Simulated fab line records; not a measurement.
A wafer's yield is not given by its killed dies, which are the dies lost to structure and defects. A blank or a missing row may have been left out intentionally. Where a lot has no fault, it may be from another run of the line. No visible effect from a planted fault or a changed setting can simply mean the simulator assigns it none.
fab line records    flow n5-finfet
[record] lots = 5  wafers = 13  last-day = 16
route steps=1938 shown BEOL_M7@1323 BEOL_M8@1332 PASSIVATION@1936
lots that met no fault: taken from a fault-free run of the same line
start-h: hours from the record's opening day to when the first of the lot's shown wafers began    wait-h: how many hours have passed since the lot's step before this one    " repeats the value in the row above    L1.1+2: one row covering several wafers at once    - either no value or no given start    * or withheld: withheld    < > ~ a bound
route shown NAME@n: a module of which the file shows steps, and the number in the route of the first    usual: mean/standard deviation of fault-free wafers    same: alike in all rows    chamber/n: place in a boat    sites: per-site readings    _std_site: the standard deviation of these    _edge_site: outer sites' mean less inner sites'    radius-mm: how far each site lies from the wafer's centre    mask NAME#n: copy n    behind: the last tool/chamber to shape the wafer    hold: reason for holding the lot/hours on hold/outcome of the hold    device: the transistor (n, p or np) that didn't switch    end of line: tests of these same wafers at the route's end    a step without rows: its recipe alone    killed: count of dies lost to structure and defects at first sort (not the wafer's yield)    map: a wafer's dies, marking killed ones x, the rest . and places with no die _
set.NAME: the setting as run; set.NAME@STEP: as run at that earlier step    model.NAME: the simulator's own value behind a step, which no gauge read
a table for each step, a row for each wafer; lots at some steps of the route
services: from which hour (start-h, from the record's first day; less than 0 if before it) a tool's chamber was out of use, for how many hours, and why
[[steps]]
[step N5_BEOL_M7_SPUTTER_48]
[recipe] material = Cu  target-thk-a = 100  temp-c = -20  bias-v = 60  power-w = 26000  chamber-pressure-pa = 0.13  time-s = 1.667
[step N5_BEOL_M7_ECD_50]
[recipe] material = Cu  target-thk-a = 3000
[step N5_BEOL_M7_ANNEAL_51]
[recipe] temp-c = 225  time-s = 90  ambient = N2
[step N5_BEOL_M7_CMP_52]
[recipe] stop-on = SiCOH_lowk  t-overpolish-s = 6.9  down-force-psi = 1  platen-rpm = 50  clearing-platen-down-force-psi = 1.5  clearing-platen-rpm = 50  post-cmp-clean = cu-alkaline  target-thk-nm = 80  clearing-platen-pad-velocity-m-s = 0.99484  pad-velocity-m-s = 0.99484
[step N5_BEOL_M7_PRE_CLEAN_55]
[recipe] gas = NH3  time-s = 15  temp-c = withheld  rf-power-w = 300
[step N5_BEOL_M7_DEP_56]
[recipe] material = SiCN  target-thk-a = 100  temp-c = withheld  precursor = 3MS/NH3  pressure-torr = 3  rf-w = 202  time-s = 17.5
[step N5_BEOL_M8_ILD_DEP_00]
[recipe] material = SiCOH_lowk  target-thk-a = 1797.5  temp-c = 300  precursor = DEMS/porogen  pressure-torr = 5  rf-w = 500  time-s = 33.4
[step N5_BEOL_M8_CURE_74]
[recipe] temp-c = 385  time-s = 240  ambient = He/Ar  material = SiCOH_lowk
[step N5_BEOL_M8_PECVD_70]
[recipe] material = SiO2  target-thk-a = 200  temp-c = 400  precursor = TEOS/O2  pressure-torr = 5.5  rf-w = 450  teos-flow-sccm = 53.8  gas = O2  flow-sccm = 3000  time-s = 22.7
[usual] heater-power-w = 733/56  showerhead-plenum-p-Torr = 8.75/0.039  throttle-valve-pct = 22.0/1.1
lot.wafer  tool      chamber  start-h  wait-h  heater-power-w  showerhead-plenum-p-Torr  throttle-valve-pct  model.SiO2_of_BEOL_M8_PECVD_70.thk-nm
L818.1     pecvd-02  2        201.11   0.0     736             8.71                      20.3                20.2
L818.4     "         0        "        "       819             8.74                      21.5                20
L818.5     "         0        "        "       824             8.76                      21.3                20.4
L828.2     pecvd-02  2        271.62   0.0     716             8.70                      20.3                19.6
L828.3     "         1        "        "       751             8.72                      23.2                19.8
L828.6     "         2        "        "       733             8.70                      20.3                19
L831.1     pecvd-02  2        278.33   0.1     710             8.68                      20.1                19
L831.4     "         0        "        "       809             8.76                      21.3                20
L832.1     pecvd-02  2        278.37   0.1     720             8.70                      20.2                18.6
L832.4     "         1        "        "       793             8.72                      22.9                20.6
L837.1     pecvd-01  1        314.50   0.0     793             8.81                      22.3                19.6
L837.2     "         2        "        "       850             8.81                      21.3                19.8
L837.3     "         0        "        "       689             8.71                      21.9                19.6
[step N5_BEOL_M8_HM_DEP_02]
[recipe] material = TiN  target-thk-a = 200  temp-c = 25  chamber-pressure-pa = 0.49996
[step N5_BEOL_M8_COAT_59]
[recipe] resist = SOC  temp-c = 250  time-s = 60  spin-rpm = 1500  resist-thk-nm = 100
[step N5_BEOL_M8_COAT_60]
[recipe] resist = SiARC  temp-c = 220  time-s = 60  spin-rpm = 1500  resist-thk-nm = 35
[step N5_BEOL_M8_COAT_05]
[recipe] resist = CAR-ArF  spin-rpm = 1500  resist-thk-nm = 90
[step N5_BEOL_M8_EBR_07]
[recipe] solvent = PGMEA  ebr-width-mm = 1.5
[step N5_BEOL_M8_SOFTBAKE_06]
[recipe] temp-c = 110  time-s = 60  resist = CAR-ArF
[step N5_BEOL_M8_EXPOSE_08]
[recipe] mask-id = M8  na = 1.35  source-shape = dipole  sigma-inner = 0.817  sigma-outer = 0.97  polarization = te  dose-mj = 68.25
[step N5_BEOL_M8_PEB_09]
[recipe] peb-temp-c = withheld  peb-time-s = 60  resist = CAR-ArF
[step N5_BEOL_M8_DEVELOP_10]
[recipe] develop-time-s = 30  developer = TMAH  resist = CAR-ArF  rinse-liquid = diw  dry = air-spin  dev-temp-c = 23
[step N5_BEOL_M8_DESCUM_16]
[recipe] chemistry = O2  time-s = 7.9  source-power-w = 50  bias-power-w = 20  pressure-mtorr = 20  rf-frequency-hz = 2.712e+07  temp-c = 40  resist = CAR-ArF  o2-flow-sccm = 225
[step N5_BEOL_M8_ETCH_61]
[recipe] chemistry = CF4  target = SiARC  target-depth-a = 455  mask-material = CAR-ArF  time-s = 75.8  ion-energy-ev = 80  pressure-mtorr = 40  source-w = 545  bias-w = 36  Ar_flow_sccm = 100  cf4-flow-sccm = 100  ends = cleared
[step N5_BEOL_M8_ETCH_62]
[recipe] chemistry = N2/H2  target = SOC  target-depth-a = 1100  overetch-a = 220  mask-material = SiARC  temp-c = 40  time-s = 165  ion-energy-ev = 200  pressure-mtorr = 30  source-w = 840  bias-w = 150  n2-flow-sccm = 200  h2-flow-sccm = 200
[step N5_BEOL_M8_STRIP_68]
[recipe] chemistry = N2/H2  temp-c = 40  n2-flow-sccm = 200  h2-flow-sccm = 200  rf-frequency-hz = 6e+07
[step N5_BEOL_M8_STRIP_67]
[recipe] chemistry = CF4  resist = SiARC  power-w = 300  bias-power-w = 75  pressure-mtorr = 50  cf4-flow-sccm = 150  rf-frequency-hz = 6e+07
[step N5_BEOL_M8_HM_OPEN_17]
[recipe] chemistry = Cl2/BCl3  target-depth-a = 200  overetch-a = 60  target = TiN  mask-material = SOC  ion-energy-ev = 150  pressure-mtorr = 10  icp-w = 1000  bias-w = 126  Cl2_flow_sccm = 53.25  bcl3-flow-sccm = 21.75  Ar_flow_sccm = 25
[step N5_BEOL_M8_STRIP_19]
[recipe] chemistry = O2  power-w = 400  temp-c = 40  pressure-mtorr = 30  rf-frequency-hz = 6e+07  bias-power-w = 0  overash-fraction = 0.2  o2-flow-sccm = 225
[step N5_BEOL_M8_COAT_63]
[recipe] resist = SOC  temp-c = 250  time-s = 60  spin-rpm = 1500  resist-thk-nm = 60
[step N5_BEOL_M8_COAT_64]
[recipe] resist = SiARC  temp-c = 220  time-s = 60  spin-rpm = 1500  resist-thk-nm = 12
[step N5_BEOL_M8_COAT_71]
[recipe] resist = underlayer  temp-c = 205  time-s = 60  spin-rpm = 1500  resist-thk-nm = 5
[step N5_BEOL_M8_COAT_22]
[recipe] resist = CAR-EUV  spin-rpm = 1500  resist-thk-nm = 30
[step N5_BEOL_M8_EBR_24]
[recipe] solvent = PGMEA  ebr-width-mm = 1.5
[step N5_BEOL_M8_SOFTBAKE_23]
[recipe] temp-c = 110  time-s = 60  resist = CAR-EUV
[step N5_BEOL_M8_EXPOSE_25]
[recipe] mask-id = V7  na = 0.33  source-shape = annular  sigma-inner = 0.4  sigma-outer = 0.8  polarization = unpolarized  target-cd-nm = 40  dose-mj = 42.5
[step N5_BEOL_M8_PEB_26]
[recipe] peb-temp-c = 100  peb-time-s = 60  resist = CAR-EUV
[step N5_BEOL_M8_DEVELOP_27]
[recipe] develop-time-s = 30  developer = TMAH  resist = CAR-EUV  rinse-liquid = surfactant-rinse  dry = air-spin  dev-temp-c = 23
[step N5_BEOL_M8_HM_STRIP_39]
[recipe] chemistry = peroxide-tin-strip  material = TiN  target-depth-a = 250  temp-c = 50  time-s = 158
lot.wafer  tool          chamber  start-h  wait-h  model.SiO2_of_BEOL_M8_PECVD_70.thk-nm
L818.1+4   wet-bench-06  0,7      204.45   0.0     20
L818.5     "             4        "        "       20.2
L828.2     wet-bench-03  3        274.37   0.0     19.4
L828.3     "             4        "        "       19.6
L828.6     "             1        "        "       18.8
L831.1     wet-bench-06  1        282.42   0.0     18.8
L831.4     "             0        "        "       19.8
L832.1     wet-bench-03  0        282.50   0.0     18.4
L832.4     "             7        "        "       20.4
L837.1+2   wet-bench-03  5,3      319.45   0.0     19.6
L837.3     "             6        "        "       19.4
[step N5_PASSIVATION_PROBE_49]
[usual] defect-limited-yield = 91.1/1.4  killed_at_M0_to_M3 = 33/9.1  killed_at_M4_up = 14/5.6  killed-at-contacts = 13/5.7  killed-at-front-end = 42/12  killed-at-other = 4/3  killed-dies = 105/16  killed-open = 69/11  killed-short = 34/7.5  sort_bin_5_function = 5.2/0.91  sort_bin_6_memory = 3.3/0.64  sort-n-pass = 1075/16  sort-yield-pct = 91.1/1.4
[same] gross-dies = 1180  killed-at-back-side = 0  sort_bin_4_leakage[%] = 0  sort_bin_8_speed[%] = 0
lot.wafer  tool       chamber  start-h  wait-h  defect-limited-yield[%]  killed_at_M0_to_M3  killed_at_M4_up  killed-at-contacts  killed-at-front-end  killed-at-other  killed-dies  killed-open  killed-short  sort_bin_5_function[%]  sort_bin_6_memory[%]  sort-n-pass  sort-yield-pct[%]
L831.4     prober-01  -        344.85   0.2     90.2                     31                  7                32                  44                   2                116          90           25            6.0                     3.6                   1064         90.2
L837.1     prober-01  -        382.54   0.0     91.6                     31                  21               19                  28                   0                99           69           27            5.1                     3.0                   1081         91.6
L837.2     prober-01  -        382.59   0.1     91.5                     26                  16               10                  48                   0                100          72           24            5.0                     3.1                   1080         91.5
L837.3     prober-01  -        382.64   0.1     90.4                     39                  19               13                  42                   0                113          77           35            5.3                     4.1                   1067         90.4
// killed by level:class
L831.4 MOL_CONTACT_COAG:geometric-particle:open=23 STI_FIN_REVEAL:geometric-particle:open=17 BEOL_M3:geometric-particle:open=15 FIN_SAQP:geometric-particle:open=10 MOL_CONTACT_COAG:geometric-particle:short=8 DUMMY_GATE:geometric-particle:open=5 BEOL_M0_SAQP:geometric-particle:short=5 BEOL_M4:geometric-particle:open=5
L837.1 MOL_CONTACT_COAG:geometric-particle:open=19 BEOL_M3:geometric-particle:open=8 BEOL_M4:geometric-particle:open=7 BEOL_M1:geometric-particle:open=6 GATE_CUT:geometric-particle:short=5 BEOL_M0_SAQP:geometric-particle:open=5 FIN_SAQP:geometric-particle:open=4 BEOL_M0_SAQP:geometric-particle:short=4
L837.2 STI_FIN_REVEAL:geometric-particle:open=15 MOL_CONTACT_COAG:geometric-particle:open=9 BEOL_M1:geometric-particle:open=9 BEOL_M4:geometric-particle:open=9 GATE_CUT:geometric-particle:short=7 BEOL_M2:geometric-particle:open=7 FIN_SAQP:geometric-particle:short=4 FIN_SAQP:geometric-particle:open=4
L837.3 GATE_CUT:geometric-particle:short=14 MOL_CONTACT_COAG:geometric-particle:open=10 BEOL_M0_SAQP:geometric-particle:open=9 BEOL_M2:geometric-particle:open=9 BEOL_M4:geometric-particle:open=9 BEOL_M3:geometric-particle:open=7 STI_FIN_REVEAL:geometric-particle:open=6 FIN_SAQP:geometric-particle:open=4
[[services]]
tool          chamber  start-h  hours  kind
pecvd-02      2        180.04   2.1    scheduled-down
pecvd-02      1        195.84   18.6   repair
pecvd-01      1        216.41   5.0    repair
wet-bench-03  -        314.00   1.5    repair
pecvd-02      -        317.75   2.8    pm
[[key]]
first-sign none at tools or gauges
[model-effect] step = N5_BEOL_M8_PECVD_70  value = SiO2_of_BEOL_M8_PECVD_70.thk-nm  without = 20.27  struck = 18.87
[model-effect] step = N5_BEOL_M8_HM_STRIP_39  value = SiO2_of_BEOL_M8_PECVD_70.thk-nm  without = 20.07  struck = 18.67
met-at N5_BEOL_M8_PECVD_70
struck-wafers L828.6,L831.1,L832.1
onset-between 201.11 271.62
[fault] kind = process-parameter-drift  tool = pecvd-02  chamber = -  onset-h = 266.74  steps = N5_BEOL_M8_PECVD_70  channel = time-s  offset = *  shape = step  end-h = 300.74  scope = struck-wafers-only  acts-in = *  stated = *
